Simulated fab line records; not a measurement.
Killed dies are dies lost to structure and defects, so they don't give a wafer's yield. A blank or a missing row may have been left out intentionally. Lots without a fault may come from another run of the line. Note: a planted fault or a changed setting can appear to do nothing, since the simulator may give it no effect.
fab line records	flow n5-finfet
record: lots: 6	wafers: 18	last-day: 17
route steps=1938 shown BEOL_M4@1050 PASSIVATION@1936
lots that met no fault: from a run of the same line without faults
start-h: start of the lot's first displayed wafer, in hours after the record's first day	wait-h: how many hours have passed since the lot's step before this one	" repeats the value in the row above	L1.1+2: a single row standing in for several wafers	- no value, or no start was given	* or withheld: withheld	< > ~ a bound
route shown NAME@n: a module of which the file shows steps, and the number in the route of the first	usual: mean/standard deviation taken from wafers without a fault	same: alike in all rows	chamber/n: place in a boat	sites: the reading at each site	_std_site: standard deviation across them	_edge_site: mean of outer sites minus mean of inner sites	radius-mm: how far each site lies from the wafer's centre	mask NAME#n: copy n	behind: the last tool/chamber to shape the wafer	hold: reason for holding the lot/hours on hold/outcome of the hold	device: the transistor (n, p or np) that didn't switch	end of line: tests run on the same wafers once the route is complete	a step without rows: its recipe alone	killed: at the first sort, the dies lost to defects and structure; wafer yield is something else	map: the dies of a wafer, with x for killed, . for not killed, _ for no die there
set.NAME: setting as actually run; set.NAME@STEP: the setting as run at that earlier step	model.NAME: the simulator's own value behind a step, which no gauge read
lots seen at some steps along the route; tables by step, rows by wafer
services: from which hour (start-h, from the record's first day; less than 0 if before it) a tool's chamber was out of use, for how many hours, and why
== steps ==
step: N5_BEOL_M4_COAT_22
recipe: resist: CAR-EUV	spin-rpm: 1500	resist-thk-nm: 30
step: N5_BEOL_M4_EBR_24
recipe: solvent: PGMEA	ebr-width-mm: 1.5
step: N5_BEOL_M4_SOFTBAKE_23
recipe: temp-c: 110	time-s: 60	resist: CAR-EUV
step: N5_BEOL_M4_EXPOSE_25
recipe: mask-id: V3	na: 0.33	source-shape: quasar	sigma-inner: 0.2	sigma-outer: 0.8	polarization: unpolarized	defocus-nm: 5	dose-mj: 63
step: N5_BEOL_M4_PEB_26
recipe: peb-temp-c: 100	peb-time-s: 60	resist: CAR-EUV
step: N5_BEOL_M4_DEVELOP_27
recipe: develop-time-s: 30	developer: TMAH	resist: CAR-EUV	rinse-liquid: surfactant-rinse	dry: air-spin	dev-temp-c: 23
step: N5_BEOL_M4_CD_MEAS_28
recipe: target-cd-nm: 26.2	landing-energy-ev: 500	detector: se-inlens	target-cd-y-nm: 24.1	polarity: opening
usual: cd-nm: 26.18/0.22
lot.wafer	tool	chamber	start-h	wait-h	cd-nm
L124.2	cd-sem-01	0	174.59	-	26.15
L124.4	"	0	"	"	26.17
L124.6	"	0	"	"	26.16
L129.1	cd-sem-02	0	203.36	-	26.34
L129.3	"	0	"	"	26.38
L129.5	"	0	"	"	26.19
L130.4	cd-sem-02	0	209.98	-	26.19
L130.5	"	0	"	"	26.07
L130.6	"	0	"	"	26.19
L137.2	cd-sem-01	0	262.98	-	26.58
L137.3	"	0	"	"	26.49
L137.6	"	0	"	"	26.00
L140.1	cd-sem-02	0	287.36	-	26.08
L140.4	"	0	"	"	26.15
L140.5	"	0	"	"	26.13
L142.2	cd-sem-02	0	288.26	-	26.37
L142.3	"	0	"	"	26.26
L142.6	"	0	"	"	26.23
step: N5_BEOL_M4_OVL_MEAS_29
recipe: points-per-wafer: 522
usual: V3_OVL: -0.1/0.65
lot.wafer	tool	chamber	start-h	wait-h	V3_OVL[nm]
L124.2	overlay-01	0	174.62	0.0	0.5
L124.4	"	0	"	"	0.3
L124.6	"	0	"	"	0.6
L129.1	overlay-01	0	203.39	0.0	0.2
L129.3	"	0	"	"	0.0
L129.5	"	0	"	"	-0.3
L130.4	overlay-02	0	210.02	0.0	-1.2
L130.5	"	0	"	"	-1.1
L130.6	"	0	"	"	-0.8
L137.2	overlay-01	0	263.01	0.0	-0.9
L137.3	"	0	"	"	0.6
L137.6	"	0	"	"	-0.7
L140.1	overlay-02	0	287.39	0.0	-0.9
L140.4	"	0	"	"	-1.6
L140.5	"	0	"	"	-1.7
L142.2	overlay-02	0	288.29	0.0	0.4
L142.3	"	0	"	"	0.6
L142.6	"	0	"	"	-0.4
step: N5_BEOL_M4_INSPECT_30
recipe: mode: adi	inspect-instrument: brightfield
usual: raw-defect-count: 387/85
lot.wafer	tool	chamber	start-h	wait-h	raw-defect-count
L124.2	defect-inspect-02	-	174.68	0.0	347
L124.4	"	-	"	"	305
L124.6	"	-	"	"	461
L129.1	defect-inspect-02	-	203.45	0.1	413
L129.3	"	-	"	"	303
L129.5	"	-	"	"	347
L130.4	defect-inspect-01	-	210.06	0.0	287
L130.5	"	-	"	"	267
L130.6	"	-	"	"	258
L137.2	defect-inspect-01	-	263.07	0.0	446
L137.3	"	-	"	"	441
L137.6	"	-	"	"	511
L140.1	defect-inspect-02	-	287.44	0.1	386
L140.4	"	-	"	"	447
L140.5	"	-	"	"	454
L142.2	defect-inspect-01	-	288.35	0.0	388
L142.3	"	-	"	"	407
L142.6	"	-	"	"	419
step: N5_BEOL_M4_DESCUM_33
recipe: chemistry: O2	time-s: 7	source-power-w: 50	bias-power-w: 20	pressure-mtorr: 20	rf-frequency-hz: 2.712e+07	temp-c: 40	resist: CAR-EUV	o2-flow-sccm: 225
usual: drypump-motor-current-A: 5.6/0.53	oes-product-au: 0.81/0.089	rf-vpp-V: 243.1/1.3	showerhead-plenum-p-Torr: 2.08/0.073	throttle-valve-pct: 20.4/0.32
lot.wafer	tool	chamber	start-h	wait-h	drypump-motor-current-A	oes-product-au	rf-hours-counter-h	rf-vpp-V	showerhead-plenum-p-Torr	throttle-valve-pct
L124.2	rie-diel-01	1	174.90	0.2	5.0	0.72	177	241.7	2.02	21.1
L124.4	"	3	"	"	5.3	0.90	32	242.7	2.03	20.2
L124.6	"	0	"	"	4.7	0.73	-	243.3	2.06	20.2
L129.1	rie-diel-01	0	203.49	0.0	4.7	0.72	211	243.8	2.05	20.2
L129.3	"	1	"	"	5.0	0.71	186	241.4	2.02	21.1
L129.5	"	2	"	"	6.2	0.93	-	243.4	2.13	20.2
L130.4	rie-diel-01	0	210.28	0.2	4.7	0.72	214	243.3	2.05	20.2
L130.5	"	2	"	"	6.2	0.92	-	244.0	2.13	20.2
L130.6	"	1	"	"	5.0	0.71	-	240.9	2.02	21.1
L137.2	rie-diel-06	2	263.10	0.0	5.5	0.69	235	244.6	2.15	20.9
L137.3	"	0	"	"	5.7	0.82	83	246.2	2.22	20.3
L137.6	"	2	"	"	5.6	0.69	-	242.2	2.15	20.9
L140.1	rie-diel-02	2	287.48	0.0	5.8	0.84	63	243.7	2.12	20.4
L140.4	"	0	"	"	5.5	0.84	81	244.8	2.22	20.5
L140.5	"	3	"	"	6.1	0.87	-	241.8	2.03	20.4
L142.2	rie-diel-06	1	288.38	0.0	6.3	0.87	51	242.8	2.04	20.2
L142.3	"	2	"	"	5.5	0.67	243	243.0	2.15	20.9
L142.6	"	1	"	"	6.3	0.87	-	242.6	2.04	20.2
step: N5_BEOL_M4_ETCH_77
recipe: chemistry: N2/H2	target: underlayer	target-depth-a: 65	mask-material: CAR-EUV	time-s: 5.2	ion-energy-ev: 200	pressure-mtorr: 30	source-w: 840	bias-w: 150	n2-flow-sccm: 200	h2-flow-sccm: 200	ends: cleared
usual: drypump-motor-current-A: 5.6/0.53	etch-rf-on-time-s: 5.15/0.14	oes-product-au: 0.70/0.076	rf-vpp-V: 523.5/2.6	showerhead-plenum-p-Torr: 2.53/0.088	throttle-valve-pct: 17.9/0.31
lot.wafer	tool	chamber	start-h	wait-h	drypump-motor-current-A	etch-rf-on-time-s	oes-product-au	rf-hours-counter-h	rf-vpp-V	showerhead-plenum-p-Torr	throttle-valve-pct
L124.2	rie-diel-01	1	174.94	0.0	5.0	5.27	0.61	177	520.0	2.44	18.4
L124.4	"	3	"	"	5.4	5.26	0.77	32	521.4	2.46	17.6
L124.6	"	0	"	"	4.7	5.38	0.62	-	521.1	2.53	17.8
L129.1	rie-diel-01	0	203.52	0.0	4.7	5.26	0.61	211	522.9	2.53	17.8
L129.3	"	1	"	"	5.0	5.17	0.63	186	519.5	2.44	18.4
L129.5	"	2	"	"	6.2	5.20	0.78	-	525.2	2.59	17.6
L130.4	rie-diel-01	0	210.31	0.0	4.7	5.37	0.60	214	522.0	2.53	17.8
L130.5	"	2	"	"	6.1	5.32	0.77	-	527.2	2.59	17.6
L130.6	"	1	"	"	5.0	5.27	0.61	-	520.9	2.44	18.5
L137.2	rie-diel-06	2	263.13	0.0	5.6	5.21	0.59	235	525.6	2.62	18.4
L137.3	"	0	"	"	5.7	5.08	0.70	83	526.7	2.68	17.7
L137.6	"	2	"	"	5.5	5.18	0.59	-	526.4	2.62	18.5
L140.1	rie-diel-02	2	287.51	0.0	5.8	5.05	0.72	63	524.7	2.60	17.9
L140.4	"	0	"	"	5.5	5.07	0.72	81	528.1	2.69	17.9
L140.5	"	3	"	"	6.1	5.20	0.74	-	520.2	2.46	17.7
L142.2	rie-diel-06	1	288.41	0.0	6.3	4.90	0.77	51	523.5	2.47	17.5
L142.3	"	2	"	"	5.6	5.15	0.59	243	524.5	2.61	18.4
L142.6	"	1	"	"	6.2	4.92	0.76	-	522.4	2.47	17.5
step: N5_BEOL_M4_ETCH_69
recipe: chemistry: CF4	target: SiARC	target-depth-a: 156	mask-material: CAR-EUV	time-s: 26	ion-energy-ev: 80	pressure-mtorr: 40	source-w: 545	bias-w: 36	Ar_flow_sccm: 100	cf4-flow-sccm: 100	ends: cleared
usual: drypump-motor-current-A: 5.6/0.53	etch-rf-on-time-s: 25.7/0.68	oes-product-au: 0.70/0.076	rf-vpp-V: 183.9/1.3	showerhead-plenum-p-Torr: 2.13/0.072	throttle-valve-pct: 15.61/0.22
lot.wafer	tool	chamber	start-h	wait-h	drypump-motor-current-A	etch-rf-on-time-s	oes-product-au	rf-hours-counter-h	rf-vpp-V	showerhead-plenum-p-Torr	throttle-valve-pct
L124.2	rie-diel-01	1	174.95	0.0	5.0	26.2	0.62	177	182.2	2.05	15.98
L124.4	"	3	"	"	5.4	26.4	0.76	32	185.6	2.10	15.38
L124.6	"	0	"	"	4.7	26.6	0.62	-	182.3	2.11	15.55
L129.1	rie-diel-01	0	203.54	0.0	4.7	26.1	0.61	211	184.8	2.11	15.58
L129.3	"	1	"	"	5.0	26.3	0.62	186	183.1	2.04	16.01
L129.5	"	2	"	"	6.2	26.0	0.79	-	185.4	2.19	15.45
L130.4	rie-diel-01	0	210.33	0.0	4.7	26.6	0.61	214	184.3	2.11	15.58
L130.5	"	2	"	"	6.2	26.0	0.79	-	185.2	2.19	15.45
L130.6	"	1	"	"	5.0	26.5	0.61	-	183.8	2.04	16.01
L137.2	rie-diel-06	2	263.15	0.0	5.5	25.7	0.60	235	186.3	2.19	16.05
L137.3	"	0	"	"	5.7	25.1	0.71	83	184.6	2.25	15.43
L137.6	"	2	"	"	5.5	25.7	0.59	-	185.1	2.19	16.03
L140.1	rie-diel-02	2	287.53	0.0	5.8	25.4	0.71	63	184.8	2.18	15.54
L140.4	"	0	"	"	5.5	25.4	0.71	81	185.2	2.26	15.54
L140.5	"	3	"	"	6.1	25.9	0.75	-	182.6	2.10	15.58
L142.2	rie-diel-06	1	288.43	0.0	6.3	24.8	0.76	51	184.1	2.09	15.40
L142.3	"	2	"	"	5.5	25.5	0.59	243	183.9	2.18	16.07
L142.6	"	1	"	"	6.3	24.3	0.76	-	183.9	2.09	15.41
step: N5_BEOL_M4_ALD_98
recipe: material: SiO2	target-thk-a: 25	temp-c: 100	ald-precursor-family: BDEAS	ald-co-reactant: O2-plasma	pulse-time-s: 1	co-reactant-pulse-time-s: 1	purge-time-s: 2	co-reactant-purge-time-s: 2	ald-cycles: 17	pressure-torr: 2
usual: heater-power-w: 77/11	precursor-pulse-height-rel: 1.000/0.019	susceptor-temp-C: 100.00/0.13
lot.wafer	tool	chamber	start-h	wait-h	heater-power-w	precursor-pulse-height-rel	susceptor-temp-C
L124.2	ald-sin-04	0	175.14	0.2	75	0.994	99.84
L124.4	"	2	"	"	66	0.993	100.05
L124.6	"	3	"	"	71	1.008	99.79
L129.1	ald-sin-02	3	203.90	0.3	83	0.991	99.95
L129.3	"	1	"	"	82	0.979	100.08
L129.5	"	2	"	"	75	1.005	99.87
L130.4	ald-sin-02	0	210.46	0.1	77	1.034	100.09
L130.5	"	0	"	"	78	1.008	99.95
L130.6	"	1	"	"	82	1.012	100.06
L137.2	ald-sin-04	1	263.23	0.1	61	0.969	97.04
L137.3	"	2	"	"	61	1.004	97.01
L137.6	"	1	"	"	59	1.005	96.98
L140.1	ald-sin-04	3	287.73	0.2	73	0.991	97.01
L140.4	"	2	"	"	63	0.976	97.09
L140.5	"	1	"	"	61	0.981	97.02
L142.2	ald-sin-03	1	288.51	0.1	104	1.002	100.02
L142.3	"	3	"	"	85	1.014	100.11
L142.6	"	2	"	"	89	0.962	99.71
step: N5_BEOL_M4_ETCHBACK_99
recipe: chemistry: CHF3	target: SiO2	target-depth-a: 50	time-s: 10.4	source-w: 215	bias-w: 47	Ar_flow_sccm: 200	CHF3_flow_sccm: 12	ion-energy-ev: 100	pressure-mtorr: 30
usual: drypump-motor-current-A: 5.6/0.5	oes-product-au: 0.81/0.085	rf-vpp-V: 239/4.5	showerhead-plenum-p-Torr: 2.15/0.081	throttle-valve-pct: 17.09/0.26
lot.wafer	tool	chamber	start-h	wait-h	drypump-motor-current-A	oes-product-au	rf-hours-counter-h	rf-vpp-V	showerhead-plenum-p-Torr	throttle-valve-pct
L124.2	rie-diel-01	2	175.35	0.2	6.2	0.95	6	239	2.21	16.90
L124.4	"	3	"	"	5.4	0.89	32	248	2.10	16.86
L124.6	"	2	"	"	6.2	0.96	-	239	2.21	16.92
L129.1	rie-diel-01	1	204.04	0.1	5.0	0.71	186	242	2.06	17.53
L129.3	"	2	"	"	6.2	0.93	15	238	2.21	16.93
L129.5	"	0	"	"	4.7	0.72	-	237	2.11	16.95
L130.4	rie-diel-06	0	210.58	0.1	5.7	0.85	70	238	2.29	16.95
L130.5	"	2	"	"	5.6	0.70	-	232	2.21	17.53
L130.6	"	3	"	"	5.6	0.81	-	235	2.08	17.18
L137.2	rie-diel-01	0	264.63	1.3	4.7	0.70	237	236	2.10	16.99
L137.3	"	1	"	"	5.0	0.70	211	240	2.05	17.58
L137.6	"	1	"	"	5.0	0.70	-	241	2.05	17.56
L140.1	rie-diel-06	2	290.21	2.4	5.5	0.68	243	231	2.21	17.58
L140.4	"	1	"	"	6.3	0.89	51	243	2.09	16.83
L140.5	"	2	"	"	5.6	0.68	-	231	2.21	17.57
L142.2	rie-diel-01	2	290.66	2.1	6.2	0.86	49	239	2.19	16.98
L142.3	"	1	"	"	5.0	0.71	220	241	2.05	17.58
L142.6	"	3	"	"	5.4	0.84	-	245	2.09	16.91
step: N5_BEOL_M4_RC_MEAS_101
usual: DIBL_N: 36.8/1.5	DIBL_P: 37.1/2.1	IOFF_N: 0.168/0.03	IOFF_P: 0.22/0.034	ION_N: 679/12	ION_P: 466/8	SS_N: 71.7/0.58	SS_P: 73.5/0.67	VT_N: 248.8/2.7	VT_P: -250/3.3
lot.wafer	tool	chamber	start-h	wait-h	DIBL_N[mV/V]	DIBL_P[mV/V]	IOFF_N[nA/um]	IOFF_P[nA/um]	ION_N[uA/um]	ION_P[uA/um]	SS_N[mV/dec]	SS_P[mV/dec]	VT_N[mV]	VT_P[mV]
L124.2	prober-02	0	179.72	0.2	37.0	38.1	0.181	0.24	689	472	72.0	73.5	247.1	-250
L124.4	"	0	"	"	35.9	37.1	0.148	0.22	671	464	71.5	73.0	252.6	-250
L124.6	"	0	"	"	38.3	39.8	0.207	0.27	684	472	72.3	73.8	245.8	-246
L129.1	prober-01	0	209.20	0.0	36.1	35.1	0.153	0.15	668	446	71.9	73.0	251.3	-255
L129.3	"	0	"	"	36.7	36.8	0.161	0.19	680	456	71.6	73.4	250.4	-256
L129.5	"	0	"	"	35.4	36.2	0.139	0.17	661	450	71.1	72.7	250.4	-256
L130.4	prober-02	0	216.58	0.5	36.7	38.2	0.169	0.20	673	459	71.4	73.1	248.1	-253
L130.5	"	0	"	"	37.8	39.3	0.189	0.22	680	461	71.5	74.2	245.8	-251
L130.6	"	0	"	"	37.0	37.7	0.177	0.21	681	458	71.6	73.9	248.0	-252
L137.2	prober-01	0	269.53	0.2	35.7	37.3	0.140	0.22	669	465	71.0	73.1	252.1	-249
L137.3	"	0	"	"	37.0	36.8	0.149	0.20	669	455	71.8	73.3	252.0	-251
L137.6	"	0	"	"	37.8	39.1	0.178	0.24	679	470	71.1	74.2	249.1	-249
L140.1	prober-02	0	294.46	0.0	38.6	37.1	0.166	0.19	668	448	72.1	74.1	251.5	-256
L140.4	"	0	"	"	36.1	33.6	0.122	0.14	654	441	71.7	72.8	254.6	-260
L140.5	"	0	"	"	38.1	36.7	0.153	0.17	668	449	72.3	73.7	252.0	-260
L142.2	prober-02	0	296.74	0.2	38.0	37.6	0.201	0.27	688	467	72.2	73.3	247.5	-246
L142.3	"	0	"	"	34.4	33.6	0.137	0.19	673	464	71.1	72.2	249.0	-251
L142.6	"	0	"	"	37.1	36.5	0.189	0.25	692	475	71.8	73.0	245.8	-245
step: N5_PASSIVATION_PROBE_49
usual: defect-limited-yield: 91.0/1.5	killed_at_M0_to_M3: 34/11	killed_at_M4_up: 14/5.3	killed-at-contacts: 13/7	killed-at-front-end: 41/13	killed-at-other: 4/3.1	killed-dies: 106/17	killed-open: 70/12	killed-short: 35/8	sort_bin_5_function: 5.2/0.98	sort_bin_6_memory: 3.4/0.69	sort_bin_8_speed: 0.00/0.007	sort-n-pass: 1074/17	sort-yield-pct: 91.0/1.5
same: gross-dies: 1180	killed-at-back-side: 0	sort_bin_4_leakage[%]: 0
lot.wafer	tool	chamber	start-h	wait-h	defect-limited-yield[%]	killed_at_M0_to_M3	killed_at_M4_up	killed-at-contacts	killed-at-front-end	killed-at-other	killed-dies	killed-open	killed-short	sort_bin_5_function[%]	sort_bin_6_memory[%]	sort_bin_8_speed[%]	sort-n-pass	sort-yield-pct[%]
L124.2	prober-01	-	282.31	0.1	90.0	28	10	12	55	13	118	72	40	5.4	4.1	0	1062	90.0
L124.4	prober-01	-	282.41	0.2	92.1	32	13	6	35	7	93	58	34	4.5	2.9	0	1087	92.1
L124.6	prober-01	-	282.51	0.3	91.2	17	9	11	60	7	104	63	37	6.5	2.3	0	1076	91.2
L137.2	prober-02	-	377.21	0.1	91.5	38	14	16	31	1	100	59	41	4.0	3.6	0	1080	91.5
L137.3	prober-02	-	377.26	0.1	92.8	32	7	16	28	2	85	61	23	3.7	3.1	0	1095	92.8
L137.6	prober-02	-	377.41	0.3	91.1	41	11	19	32	2	105	72	33	4.9	3.6	0	1075	91.1
L142.3	prober-02	-	404.90	0.1	88.6	71	9	19	36	0	135	95	38	6.8	4.3	0	1045	88.6
killed by level:class
L124.2 STI_FIN_REVEAL:geometric-particle:open=17 BEOL_M0_SAQP:geometric-particle:short=8 BEOL_M0_SAQP:geometric-particle:open=8 FIN_SAQP:geometric-particle:short=7 STI_FIN_REVEAL:geometric-particle:short=6 BEOL_M4:geometric-particle:open=6 FIN_SAQP:geometric-particle:open=5 PASS1_CAP:geometric-particle:open=5
L124.4 BEOL_M2:geometric-particle:open=11 BEOL_M4:geometric-particle:open=10 STI_FIN_REVEAL:geometric-particle:open=10 BEOL_M0_SAQP:geometric-particle:open=5 FIN_SAQP:geometric-particle:short=4 DUMMY_GATE:geometric-particle:open=4 MOL_CONTACT_COAG:geometric-particle:open=4 BEOL_M1:geometric-particle:short=4
L124.6 STI_FIN_REVEAL:geometric-particle:open=12 FIN_SAQP:geometric-particle:short=11 MOL_CONTACT_COAG:geometric-particle:open=7 GATE_CUT:geometric-particle:open=7 FIN_SAQP:geometric-particle:open=6 DUMMY_GATE:geometric-particle:open=6 BEOL_M2:geometric-particle:open=6 GATE_CUT:geometric-particle:short=5
L137.2 MOL_CONTACT_COAG:geometric-particle:open=14 BEOL_M2:geometric-particle:open=14 FIN_SAQP:geometric-particle:short=12 BEOL_M0_SAQP:geometric-particle:open=5 BEOL_M3:geometric-particle:open=5 BEOL_M4:geometric-particle:open=5 BEOL_M4:geometric-particle:short=5 FIN_SAQP:geometric-particle:open=4
L137.3 MOL_CONTACT_COAG:geometric-particle:open=15 BEOL_M2:geometric-particle:open=15 BEOL_M4:geometric-particle:open=5 FIN_SAQP:geometric-particle:short=4 STI_FIN_REVEAL:geometric-particle:open=4 GATE_CUT:geometric-particle:short=4 BEOL_M2:geometric-particle:short=4 STARTING-WAFER:geometric-particle:open=4
L137.6 MOL_CONTACT_COAG:geometric-particle:open=17 BEOL_M2:geometric-particle:open=12 BEOL_M0_SAQP:geometric-particle:short=7 BEOL_M2:geometric-particle:short=6 BEOL_M0:geometric-particle:open=6 STARTING-WAFER:geometric-particle:open=6 FIN_SAQP:geometric-particle:short=5 FIN_SAQP:geometric-particle:open=4
L142.3 BEOL_M2:geometric-particle:open=22 MOL_CONTACT_COAG:geometric-particle:open=14 BEOL_M1:geometric-particle:open=12 BEOL_M0_SAQP:geometric-particle:short=12 FIN_SAQP:geometric-particle:open=11 BEOL_M0_SAQP:geometric-particle:open=11 DUMMY_GATE:geometric-particle:open=9 MOL_CONTACT_COAG:geometric-particle:short=5
== services ==
tool	chamber	start-h	hours	kind
rie-diel-02	1	158.46	5.5	repair
ald-sin-04	-	176.82	14.0	pm
ald-sin-04	0	176.82	14.0	vent-cycle
ald-sin-04	1	176.82	14.0	vent-cycle
ald-sin-04	2	176.82	14.0	vent-cycle
ald-sin-04	3	176.82	14.0	vent-cycle
ald-sin-02	1	187.06	8.4	repair
ald-sin-04	0	190.82	-	clean
ald-sin-04	1	190.82	-	clean
ald-sin-04	2	190.82	-	clean
ald-sin-04	3	190.82	-	clean
ald-sin-02	-	206.86	2.8	pm
rie-diel-06	-	215.62	15.6	pm
ald-sin-02	3	223.33	2.2	repair
rie-diel-02	2	235.45	2.4	repair
ald-sin-03	3	241.06	5.0	repair
rie-diel-01	3	246.14	18.9	repair
ald-sin-02	-	259.92	0.6	repair
ald-sin-03	-	264.03	1.1	repair
ald-sin-02	-	269.39	14.0	pm
ald-sin-02	0	269.39	14.0	vent-cycle
ald-sin-02	1	269.39	14.0	vent-cycle
ald-sin-02	2	269.39	14.0	vent-cycle
ald-sin-02	3	269.39	14.0	vent-cycle
== key ==
first-sign: step: N5_BEOL_M4_ALD_98	reading: susceptor-temp-C	direction: down	sigmas: 23	usual: *	struck: *
effect none on later readings
met-at N5_BEOL_M4_ALD_98
struck-wafers L137.2,L137.3,L137.6,L140.1,L140.4,L140.5
onset-between 175.14 263.23
fault: kind: process-parameter-drift	tool: ald-sin-04	chamber: -	onset-h: 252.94	steps: N5_BEOL_M4_ALD_98	channel: temp-c	offset: *	shape: step	end-h: 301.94	acts-in: *	stated: *
